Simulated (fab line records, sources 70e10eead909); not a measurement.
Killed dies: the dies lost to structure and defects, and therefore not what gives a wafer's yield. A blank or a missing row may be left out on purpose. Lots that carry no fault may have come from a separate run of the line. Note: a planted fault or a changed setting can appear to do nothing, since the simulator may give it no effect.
Matching of chambers / flow nand_harc / 3 sister chambers for NHARC_P_M1_DEP_33 on pecvd-03
The step deposits SiCN, target thk 30 nm. 6 wafers are shown with their chamber, then 12 later ones without.

## EACH WAFER AND ITS CHAMBER
wafer=L085.4; chamber=2; heater_power_w (W)=769; heater_power_outer_w (W)=424
wafer=L088.3; chamber=0; heater_power_w (W)=546; heater_power_outer_w (W)=324
wafer=L088.4; chamber=1; heater_power_w (W)=552; heater_power_outer_w (W)=310
wafer=L090.1; chamber=0; heater_power_w (W)=538; heater_power_outer_w (W)=302
wafer=L090.3; chamber=1; heater_power_w (W)=467; heater_power_outer_w (W)=254
wafer=L090.4; chamber=2; heater_power_w (W)=726; heater_power_outer_w (W)=404

## WAFERS WITH NO CHAMBER GIVEN
wafer=L091.3; heater_power_w (W)=530; heater_power_outer_w (W)=301
wafer=L091.5; heater_power_w (W)=527; heater_power_outer_w (W)=302
wafer=L091.6; heater_power_w (W)=514; heater_power_outer_w (W)=288
wafer=L092.1; heater_power_w (W)=637; heater_power_outer_w (W)=328
wafer=L092.2; heater_power_w (W)=468; heater_power_outer_w (W)=267
wafer=L092.5; heater_power_w (W)=467; heater_power_outer_w (W)=260
wafer=L095.1; heater_power_w (W)=755; heater_power_outer_w (W)=415
wafer=L095.4; heater_power_w (W)=539; heater_power_outer_w (W)=315
wafer=L095.5; heater_power_w (W)=742; heater_power_outer_w (W)=420
wafer=L097.1; heater_power_w (W)=545; heater_power_outer_w (W)=317
wafer=L097.3; heater_power_w (W)=646; heater_power_outer_w (W)=335
wafer=L097.6; heater_power_w (W)=547; heater_power_outer_w (W)=315

## CHAMBER TAKEN BY EACH
wafer=L091.3; from the rows above=can't be placed: 0 or 1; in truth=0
wafer=L091.5; from the rows above=can't be placed: 0 or 1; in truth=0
wafer=L091.6; from the rows above=can't be placed: 1 or 0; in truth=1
wafer=L092.1; from the rows above=can't be placed: 0 or 1 or 2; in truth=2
wafer=L092.2; from the rows above=can't be placed: 1 or 0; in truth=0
wafer=L092.5; from the rows above=can't be placed: 1 or 0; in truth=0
wafer=L095.1; from the rows above=2; in truth=2
wafer=L095.4; from the rows above=can't be placed: 0 or 1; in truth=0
wafer=L095.5; from the rows above=2; in truth=2
wafer=L097.1; from the rows above=can't be placed: 0 or 1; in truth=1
wafer=L097.3; from the rows above=can't be placed: 0 or 2 or 1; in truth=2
wafer=L097.6; from the rows above=can't be placed: 0 or 1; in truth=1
Placed correctly: 2 of 12. Unplaceable from these rows: 10, with the true chamber sitting among the candidates in 10. Number placed wrongly: 0.
How it was worked out, from the rows above alone: a wafer's distance from a chamber is the root of the sum, over the readings, of the square of ((its reading less the chamber's mean) divided by the reading's scatter). If the next closest chamber is less than 2 further off than the closest, the wafer can't be placed; otherwise it belongs to the closest. The mean given for a chamber averages the wafers shown for that chamber. The scatter: take each reading less its chamber's mean, square it, sum over the shown wafers, divide by the number of wafers less the number of chambers, and take the root.
